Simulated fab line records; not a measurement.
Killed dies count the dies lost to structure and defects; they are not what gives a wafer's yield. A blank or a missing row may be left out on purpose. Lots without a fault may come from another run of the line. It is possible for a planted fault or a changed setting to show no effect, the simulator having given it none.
Which tool did it? :: flow n5_finfet :: Sampling: 24 lots, 72 wafers, 3 of 1938 route steps

== WHAT EACH GAUGE READ, for each wafer ==
N5_BEOL_M11_OVL_MEAS_29.
lot: L074
measured: day 10 09:45
on: overlay-02
V10_OVL (nm): -0.3 -0.4 0.5

lot: L076
measured: day 11 07:00
on: overlay-02
V10_OVL (nm): 0.3 0.1 -0.4

lot: L077
measured: day 11 07:10
on: overlay-01
V10_OVL (nm): -0.9 -0.1 -1.5

lot: L075
measured: day 11 16:58
on: overlay-02
V10_OVL (nm): 0.0 0.5 0.0

lot: L078
measured: day 12 00:53
on: overlay-01
V10_OVL (nm): -0.3 0.5 -0.6

lot: L080
measured: day 12 21:37
on: overlay-01
V10_OVL (nm): -0.4 -0.2 0.1

lot: L082
measured: day 13 04:29
on: overlay-01
V10_OVL (nm): -0.1 -0.7 0.4

lot: L079
measured: day 13 04:31
on: overlay-01
V10_OVL (nm): 1.1 0.4 -0.4

lot: L081
measured: day 13 04:34
on: overlay-02
V10_OVL (nm): 0.5 -0.8 0.1

lot: L083
measured: day 13 06:47
on: overlay-02
V10_OVL (nm): 1.6 0.8 1.6

lot: L085
measured: day 14 03:45
on: overlay-01
V10_OVL (nm): 0.6 0.2 0.3

lot: L084
measured: day 14 06:35
on: overlay-02
V10_OVL (nm): 0.1 -1.0 -0.1

lot: L087
measured: day 14 11:09
on: overlay-02
V10_OVL (nm): -0.9 -0.7 -0.3

lot: L088
measured: day 14 11:19
on: overlay-01
V10_OVL (nm): 0.5 1.2 0.8

lot: L086
measured: day 14 14:40
on: overlay-02
V10_OVL (nm): 0.5 1.0 -0.1

lot: L089
measured: day 14 14:50
on: overlay-01
V10_OVL (nm): -0.3 0.5 0.7

lot: L090
measured: day 14 20:47
on: overlay-01
V10_OVL (nm): -0.3 -0.8 0.1

lot: L091
measured: day 15 05:19
on: overlay-02
V10_OVL (nm): 0.4 0.3 0.5

lot: L092
measured: day 15 13:08
on: overlay-01
V10_OVL (nm): -1.0 -1.4 -1.9

lot: L093
measured: day 16 04:25
on: overlay-01
V10_OVL (nm): 0.2 -0.8 -0.5

lot: L095
measured: day 16 16:17
on: overlay-02
V10_OVL (nm): 0.0 -1.0 1.0

lot: L094
measured: day 16 21:32
on: overlay-01
V10_OVL (nm): 0.5 1.3 0.3

lot: L096
measured: day 17 00:49
on: overlay-02
V10_OVL (nm): -0.7 -1.2 0.7

lot: L097
measured: day 17 17:19
on: overlay-01
V10_OVL (nm): -0.5 -1.3 -0.5

N5_BEOL_M12_CD_MEAS_17: the cd target is 140 nm.
lot: L074
measured: day 10 15:44
on: cd_sem-03
cd_nm (nm): 143.2 144.2 142.1

lot: L076
measured: day 11 12:42
on: cd_sem-01
cd_nm (nm): 141.4 139.9 138.3

lot: L077
measured: day 11 12:47
on: cd_sem-02
cd_nm (nm): 138.9 142.1 141.4

lot: L075
measured: day 11 21:32
on: cd_sem-03
cd_nm (nm): 142.0 138.6 136.8

lot: L078
measured: day 12 06:51
on: cd_sem-03
cd_nm (nm): 144.4 141.6 144.2

lot: L080
measured: day 13 01:56
on: cd_sem-02
cd_nm (nm): 143.0 139.9 142.2

lot: L082
measured: day 13 08:32
on: cd_sem-01
cd_nm (nm): 140.9 139.5 137.7

lot: L079
measured: day 13 09:49
on: cd_sem-03
cd_nm (nm): 142.0 136.4 139.8

lot: L081
measured: day 13 12:03
on: cd_sem-01
cd_nm (nm): 139.6 139.5 141.8

lot: L083
measured: day 13 12:10
on: cd_sem-03
cd_nm (nm): 142.2 140.9 137.7

lot: L085
measured: day 14 09:05
on: cd_sem-03
cd_nm (nm): 136.9 139.8 140.5

lot: L084
measured: day 14 11:05
on: cd_sem-03
cd_nm (nm): 141.6 142.4 141.8

lot: L087
measured: day 14 15:22
on: cd_sem-01
cd_nm (nm): 141.7 142.3 141.9

lot: L088
measured: day 14 15:58
on: cd_sem-01
cd_nm (nm): 141.1 141.0 139.3

lot: L086
measured: day 14 18:41
on: cd_sem-03
cd_nm (nm): 139.5 138.6 142.0

lot: L089
measured: day 14 19:14
on: cd_sem-02
cd_nm (nm): 140.7 141.8 137.1

lot: L090
measured: day 15 01:20
on: cd_sem-01
cd_nm (nm): 136.2 137.7 139.3

lot: L091
measured: day 15 09:50
on: cd_sem-02
cd_nm (nm): 138.2 138.9 138.7

lot: L092
measured: day 15 18:02
on: cd_sem-02
cd_nm (nm): 142.1 143.4 142.2

lot: L093
measured: day 16 09:11
on: cd_sem-03
cd_nm (nm): 143.3 141.7 143.0

lot: L095
measured: day 17 00:47
on: cd_sem-02
cd_nm (nm): 140.4 140.1 139.3

lot: L094
measured: day 17 01:42
on: cd_sem-02
cd_nm (nm): 138.8 141.5 142.6

lot: L096
measured: day 17 06:48
on: cd_sem-02
cd_nm (nm): 139.8 140.0 139.1

lot: L097
measured: day 17 22:01
on: cd_sem-03
cd_nm (nm): 139.5 142.4 144.0

== EACH LOT AND THE TOOL THAT RAN IT (in order: tool; ch and the chambers of the sampled wafers; start) ==
lot: L074
N5_BEOL_M12_ILD_DEP_00: pecvd-03 ch 1,2, day 10 14:44

lot: L076
N5_BEOL_M12_ILD_DEP_00: pecvd-01 ch 0,1,2, day 11 11:31

lot: L077
N5_BEOL_M12_ILD_DEP_00: pecvd-02 ch 0,1, day 11 11:40

lot: L075
N5_BEOL_M12_ILD_DEP_00: pecvd-02 ch 1,2, day 11 20:24

lot: L078
N5_BEOL_M12_ILD_DEP_00: pecvd-02 ch 0,1, day 12 05:32

lot: L080
N5_BEOL_M12_ILD_DEP_00: pecvd-03 ch 0,2, day 13 00:56

lot: L082
N5_BEOL_M12_ILD_DEP_00: pecvd-03 ch 0,2, day 13 07:31

lot: L079
N5_BEOL_M12_ILD_DEP_00: pecvd-02 ch 0,2, day 13 08:46

lot: L081
N5_BEOL_M12_ILD_DEP_00: pecvd-02 ch 0,2, day 13 10:03

lot: L083
N5_BEOL_M12_ILD_DEP_00: pecvd-02 ch 0,2, day 13 10:50

lot: L085
N5_BEOL_M12_ILD_DEP_00: pecvd-02 ch 0,2, day 14 08:04

lot: L084
N5_BEOL_M12_ILD_DEP_00: pecvd-01 ch 0,1,2, day 14 09:36

lot: L087
N5_BEOL_M12_ILD_DEP_00: pecvd-02 ch 0,1, day 14 14:20

lot: L088
N5_BEOL_M12_ILD_DEP_00: pecvd-03 ch 0,1, day 14 14:37

lot: L086
N5_BEOL_M12_ILD_DEP_00: pecvd-03 ch 0,1, day 14 17:37

lot: L089
N5_BEOL_M12_ILD_DEP_00: pecvd-02 ch 0,2, day 14 18:05

lot: L090
N5_BEOL_M12_ILD_DEP_00: pecvd-03 ch 0,2, day 15 00:11

lot: L091
N5_BEOL_M12_ILD_DEP_00: pecvd-01 ch 1,2, day 15 08:42

lot: L092
N5_BEOL_M12_ILD_DEP_00: pecvd-02 ch 0,2, day 15 16:53

lot: L093
N5_BEOL_M12_ILD_DEP_00: pecvd-01 ch 0,2, day 16 07:23

lot: L095
N5_BEOL_M12_ILD_DEP_00: pecvd-01 ch 1,2, day 16 23:35

lot: L094
N5_BEOL_M12_ILD_DEP_00: pecvd-02 ch 0,2, day 17 00:28

lot: L096
N5_BEOL_M12_ILD_DEP_00: pecvd-01 ch 1,2, day 17 05:41

lot: L097
N5_BEOL_M12_ILD_DEP_00: pecvd-03 ch 0,1, day 17 20:52
- N5_BEOL_M12_ILD_DEP_00: deposits SiOC from DEMS/O2, target thk 658.92 nm, time 130.7 s.

== WHAT THE TOOLS THEMSELVES READ (means of the sampled wafers that have a number; where no wafer has one, the mark that the record gives instead) ==
N5_BEOL_M12_ILD_DEP_00.
lot: L074
tool: pecvd-03
chamber_pressure_Torr (Torr): 5.005
heater_power_w (W): 435
showerhead_plenum_p_Torr (Torr): 5.707
susceptor_temp_C (C): 349.91
throttle_valve_pct (%): 11.3

lot: L076
tool: pecvd-01
chamber_pressure_Torr (Torr): 4.996
heater_power_w (W): 498
showerhead_plenum_p_Torr (Torr): 5.703
susceptor_temp_C (C): 350.25
throttle_valve_pct (%): 12.3

lot: L077
tool: pecvd-02
chamber_pressure_Torr (Torr): 5.006
heater_power_w (W): 498
showerhead_plenum_p_Torr (Torr): 5.688
susceptor_temp_C (C): 350.24
throttle_valve_pct (%): 11.6

lot: L075
tool: pecvd-02
chamber_pressure_Torr (Torr): 5.001
heater_power_w (W): 467
showerhead_plenum_p_Torr (Torr): 5.685
susceptor_temp_C (C): 349.75
throttle_valve_pct (%): 11.4

lot: L078
tool: pecvd-02
chamber_pressure_Torr (Torr): 4.991
heater_power_w (W): 465
showerhead_plenum_p_Torr (Torr): 5.686
susceptor_temp_C (C): 349.88
throttle_valve_pct (%): 11.6

lot: L080
tool: pecvd-03
chamber_pressure_Torr (Torr): 4.990
heater_power_w (W): 461
showerhead_plenum_p_Torr (Torr): 5.696
susceptor_temp_C (C): 350.02
throttle_valve_pct (%): 11.3

lot: L082
tool: pecvd-03
chamber_pressure_Torr (Torr): 5.009
heater_power_w (W): 457
showerhead_plenum_p_Torr (Torr): 5.695
susceptor_temp_C (C): 349.77
throttle_valve_pct (%): 11.5

lot: L079
tool: pecvd-02
chamber_pressure_Torr (Torr): 5.005
heater_power_w (W): 428
showerhead_plenum_p_Torr (Torr): 5.691
susceptor_temp_C (C): 349.90
throttle_valve_pct (%): 11.5

lot: L081
tool: pecvd-02
chamber_pressure_Torr (Torr): 5.012
heater_power_w (W): 428
showerhead_plenum_p_Torr (Torr): 5.683
susceptor_temp_C (C): 350.03
throttle_valve_pct (%): 11.5

lot: L083
tool: pecvd-02
chamber_pressure_Torr (Torr): 5.004
heater_power_w (W): 458
showerhead_plenum_p_Torr (Torr): 5.691
susceptor_temp_C (C): 350.08
throttle_valve_pct (%): 11.4

lot: L085
tool: pecvd-02
chamber_pressure_Torr (Torr): 5.003
heater_power_w (W): 467
showerhead_plenum_p_Torr (Torr): 5.691
susceptor_temp_C (C): 350.03
throttle_valve_pct (%): 11.3

lot: L084
tool: pecvd-01
chamber_pressure_Torr (Torr): 5.004
heater_power_w (W): 505
showerhead_plenum_p_Torr (Torr): 5.696
susceptor_temp_C (C): 349.98
throttle_valve_pct (%): 12.3

lot: L087
tool: pecvd-02
chamber_pressure_Torr (Torr): 5.017
heater_power_w (W): 458
showerhead_plenum_p_Torr (Torr): 5.685
susceptor_temp_C (C): 349.85
throttle_valve_pct (%): 11.7

lot: L088
tool: pecvd-03
chamber_pressure_Torr (Torr): 5.001
heater_power_w (W): 476
showerhead_plenum_p_Torr (Torr): 5.695
susceptor_temp_C (C): 350.39
throttle_valve_pct (%): 12.2

lot: L086
tool: pecvd-03
chamber_pressure_Torr (Torr): 5.013
heater_power_w (W): 457
showerhead_plenum_p_Torr (Torr): 5.708
susceptor_temp_C (C): 349.89
throttle_valve_pct (%): 11.9

lot: L089
tool: pecvd-02
chamber_pressure_Torr (Torr): 5.004
heater_power_w (W): 469
showerhead_plenum_p_Torr (Torr): 5.686
susceptor_temp_C (C): 350.20
throttle_valve_pct (%): 11.4

lot: L090
tool: pecvd-03
chamber_pressure_Torr (Torr): 5.007
heater_power_w (W): 495
showerhead_plenum_p_Torr (Torr): 5.691
susceptor_temp_C (C): 349.85
throttle_valve_pct (%): 11.7

lot: L091
tool: pecvd-01
chamber_pressure_Torr (Torr): 5.000
heater_power_w (W): 437
showerhead_plenum_p_Torr (Torr): 5.689
susceptor_temp_C (C): 350.09
throttle_valve_pct (%): 12.5

lot: L092
tool: pecvd-02
chamber_pressure_Torr (Torr): 4.994
heater_power_w (W): 436
showerhead_plenum_p_Torr (Torr): 5.704
susceptor_temp_C (C): 350.21
throttle_valve_pct (%): 11.4

lot: L093
tool: pecvd-01
chamber_pressure_Torr (Torr): 5.007
heater_power_w (W): 493
showerhead_plenum_p_Torr (Torr): 5.710
susceptor_temp_C (C): 350.11
throttle_valve_pct (%): 11.9

lot: L095
tool: pecvd-01
chamber_pressure_Torr (Torr): 4.996
heater_power_w (W): 452
showerhead_plenum_p_Torr (Torr): 5.693
susceptor_temp_C (C): 349.91
throttle_valve_pct (%): 12.6

lot: L094
tool: pecvd-02
chamber_pressure_Torr (Torr): 5.017
heater_power_w (W): 441
showerhead_plenum_p_Torr (Torr): 5.682
susceptor_temp_C (C): 350.11
throttle_valve_pct (%): 11.5

lot: L096
tool: pecvd-01
chamber_pressure_Torr (Torr): 4.991
heater_power_w (W): 470
showerhead_plenum_p_Torr (Torr): 5.697
susceptor_temp_C (C): 350.08
throttle_valve_pct (%): 12.6

lot: L097
tool: pecvd-03
chamber_pressure_Torr (Torr): 4.997
heater_power_w (W): 438
showerhead_plenum_p_Torr (Torr): 5.702
susceptor_temp_C (C): 349.98
throttle_valve_pct (%): 11.7

== THE ANSWER, worked out from the rows above alone ==
Rule: the lots themselves supply what counts as usual. The widest of any qualifying gaps counts: lots, ordered by their means at a reading, are off when they make up no more than a third of the lots, leave a main group of 4 or more, and stand apart from it by 3 or more times the standard deviation of that group's means. A main group whose means are all the same, to the digits that the tables above print for the reading, isn't used. Also off: a lot with no number at a reading for which 4 or more lots have one. Where the step has rows for the other lots, those lots are counted as sound. The gauges are gone through in route order, then the tools' own readings, and for those a lot's mean is taken as printed above. The first step at which some lot is off is used, and at that step the reading that is off furthest; a lot without a number counts as furthest.
Across all readings shown, no lot is off: no conclusion can be drawn from this.

== WHAT HAD BEEN PUT IN BY THE SIMULATOR ==
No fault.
